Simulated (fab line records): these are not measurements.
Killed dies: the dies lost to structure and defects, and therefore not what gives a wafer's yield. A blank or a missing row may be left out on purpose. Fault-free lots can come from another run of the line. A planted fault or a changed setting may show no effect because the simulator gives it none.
Matching of chambers | flow n5Finfet | N5_BEOL_M10_PECVD_70 on pecvd-03: 3 sister chambers
The step deposits SiO2 from TEOS/O2, target thk 20 nm, time 22.7 s. 3 wafers are shown with their chamber, then 10 later ones without.

WAFERS PAIRED WITH THEIR CHAMBERS
wafer  | chamber | throttleValvePct (%)
L083.4 | 0       | 23.7
L085.5 | 1       | 22.6
L089.4 | 2       | 21.0

WAFERS MISSING THEIR CHAMBER
wafer  | throttleValvePct (%)
L089.6 | 23.5
L091.4 | 23.5
L091.5 | 22.4
L091.6 | 20.9
L092.1 | 20.8
L092.2 | 23.6
L092.4 | 22.5
L094.1 | 23.7
L094.3 | 22.1
L094.6 | 23.7

CHAMBER TAKEN BY EACH
wafer  | from the rows above | in truth
L089.6 | 0                   | 0
L091.4 | 0                   | 0
L091.5 | 1                   | 1
L091.6 | 2                   | 2
L092.1 | 2                   | 2
L092.2 | 0                   | 0
L092.4 | 1                   | 1
L094.1 | 0                   | 0
L094.3 | 1                   | 1
L094.6 | 0                   | 0
Correctly placed: 10 of 10. Number that these rows cannot place: 0. Number placed wrongly: 0.
How it was worked out, from the rows above alone: a wafer's distance from a chamber is the root of the sum, over the readings, of the square of ((its reading less the chamber's mean) divided by the reading's scatter). The wafer belongs to the nearest chamber; if the next one is less than 2 further off, it can't be placed. For every chamber, the mean is computed from those of its wafers that are shown. The scatter: with one shown wafer a chamber, the root of the mean of the squares of how far each hidden wafer lies from its nearest shown one.
